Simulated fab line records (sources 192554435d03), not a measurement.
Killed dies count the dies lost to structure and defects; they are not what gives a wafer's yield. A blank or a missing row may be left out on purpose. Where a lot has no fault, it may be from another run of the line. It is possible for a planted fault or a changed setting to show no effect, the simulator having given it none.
A lot that was struck, set against a sound lot ; flow n5-finfet ; 37 out of 1938 route steps
Sound: wafers L913.2, L913.3, L913.6. Wafers struck: L917.4, L917.5, L917.6. Last of all comes the cause.
For every step that has rows: the tool of each side, followed by ch and its chambers, followed by its first start. Under that, the readings that differ: sound wafers ; struck wafers ; difference of the means ; sigmas: that difference in standard deviations of wafers without a fault.
alike: readings with means less than 2 such deviations apart, plus words and numbers identical on both sides. not compared: withheld readings, readings lacking a value on some wafer, bounds such as >300 that could conceal the same value, and numbers that have no deviation in the record and whose values overlap.
Wherever a step has rows on one side only, a row that says differs or no value, or a row with sigmas, the two part there. Non-overlapping numbers with no deviation appear without sigmas and do not part them. A reading missing from all wafers of one side parts the sides only when that side holds two or more wafers.

first, 9 steps without rows for these wafers: N5_BEOL_M4_ANNEAL_95 (time 240 s); N5_BEOL_M4_SPUTTER_96 (material Cu, target thk 4.5 nm, time 8.29 s); N5_BEOL_M4_ECD_50 (material Cu, target thk 300 nm); N5_BEOL_M4_ANNEAL_51 (time 90 s); N5_BEOL_M4_CMP_52 (polishes, stops on SiOC, t overpolish 6.8 s, target thk 40 nm); N5_BEOL_M4_PRE_CLEAN_60 (time 15 s); N5_BEOL_M4_CO_CAP_55 (material Co, precursor CCTBA/H2, target thk 2 nm, time 102.1 s); N5_BEOL_M4_PRE_CLEAN_56 (time 15 s); N5_BEOL_M4_DEP_57 (deposits SiCN from 3MS/NH3, target thk 8 nm, time 14 s).
N5_BEOL_M4_RC_MEAS_101:
  sound on prober-02 ch 0, day 10 06:49; struck on prober-01 ch 0, day 10 14:41
  alike: DIBL_N, DIBL_P, IOFF_N, IOFF_P, ION_N, ION_P, SS_N, SS_P, VT_N, VT_P
then, 24 steps without rows for these wafers: N5_BEOL_M5_ILD_DEP_00 (deposits SiCOH lowk from DEMS/porogen, target thk 140.64 nm, time 25.9 s); N5_BEOL_M5_CURE_79 (cures SiCOH lowk, time 240 s); N5_BEOL_M5_PECVD_70 (deposits SiO2 from TEOS/O2, target thk 16 nm, time 18 s); N5_BEOL_M5_HM_DEP_02 (deposits TiN, target thk 20 nm); N5_BEOL_M5_COAT_59 (time 60 s, resist thk 60 nm); N5_BEOL_M5_COAT_60 (time 60 s, resist thk 12 nm); N5_BEOL_M5_COAT_71 (time 60 s, resist thk 5 nm); N5_BEOL_M5_COAT_05 (resist thk 30 nm); N5_BEOL_M5_EBR_07; N5_BEOL_M5_SOFTBAKE_06 (time 60 s); N5_BEOL_M5_EXPOSE_08 (exposes mask M5, target cd 28 nm); N5_BEOL_M5_PEB_09 (peb time 60 s); N5_BEOL_M5_DEVELOP_10 (develop time 30 s); N5_BEOL_M5_DESCUM_16 (chemistry O2, time 7 s); N5_BEOL_M5_ETCH_72 (etches underlayer in N2/H2, target depth 6.5 nm, time 5.2 s); N5_BEOL_M5_ETCH_61 (etches SiARC in CF4, target depth 15.6 nm, time 26 s); N5_BEOL_M5_ETCH_62 (etches SOC in N2/H2, target depth 75 nm, overetch 15 nm, time 112.5 s); N5_BEOL_M5_STRIP_63 (strips in N2/H2); N5_BEOL_M5_STRIP_73 (strips in N2/H2); N5_BEOL_M5_STRIP_64 (strips in CF4); N5_BEOL_M5_HM_OPEN_17 (chemistry Cl2/BCl3, target TiN, target depth 20 nm, overetch 6 nm); N5_BEOL_M5_STRIP_19 (strips in O2); N5_BEOL_M5_COAT_65 (time 60 s, resist thk 60 nm); N5_BEOL_M5_COAT_66 (time 60 s, resist thk 12 nm).
N5_BEOL_M6_ETCH_66: etches SOC in N2/H2, target depth 80 nm, overetch 16 nm, time 120 s.
  sound on rie-diel-05 ch 1,2, day 11 05:49; struck on rie-diel-05 ch 1,2,3, day 11 12:53
  no value came back on the struck wafers for any of 7 readings (bias-w (W), chamber-pressure-mTorr (mTorr) and others); on the sound wafers bias-w (W) reads 149.8 150.6 149.1
reading;sound;struck;difference;sigmas
model.SiARC_of_BEOL_M6_COAT_64.thk-nm (nm);6.4 6.2 6.4;12 12 12;+6;
model.underlayer_of_BEOL_M6_COAT_71.thk-nm (nm);0 0 0;5 5 5;+5;
  not compared: rf-hours-counter-h
N5_BEOL_M6_VIA_ETCH_34: etches SiCOH lowk in C4F6/O2, target depth 126.3 nm, time 50.9 s.
  sound on rie-diel-05 ch 1,2, day 11 05:55; struck on rie-diel-05 ch 1,2,3, day 11 12:58
reading;sound;struck;difference;sigmas
oes-product-au (a.u.);0.88 0.89 0.88;0.33 0.26 0.33;-0.58;-7
  alike: C4F6_flow_sccm, O2_flow_sccm, drypump-motor-current-A, rf-vpp-V, showerhead-plenum-p-Torr, throttle-valve-pct
  not compared: rf-hours-counter-h
-- a jump in the record: the struck wafers' starts before and after are 4 days apart (it breaks off in module BEOL_M6 and resumes in module PASSIVATION, where the first step shown is number 1936 of the route) --
N5_PASSIVATION_PROBE_49:
  the record has rows for the struck wafers here (prober-02, day 15 07:49) and none for the sound ones

WHERE THEY PART
At N5_BEOL_M6_ETCH_66 first; at N5_PASSIVATION_PROBE_49 last (within this record only).

WHY: what the simulator had put in
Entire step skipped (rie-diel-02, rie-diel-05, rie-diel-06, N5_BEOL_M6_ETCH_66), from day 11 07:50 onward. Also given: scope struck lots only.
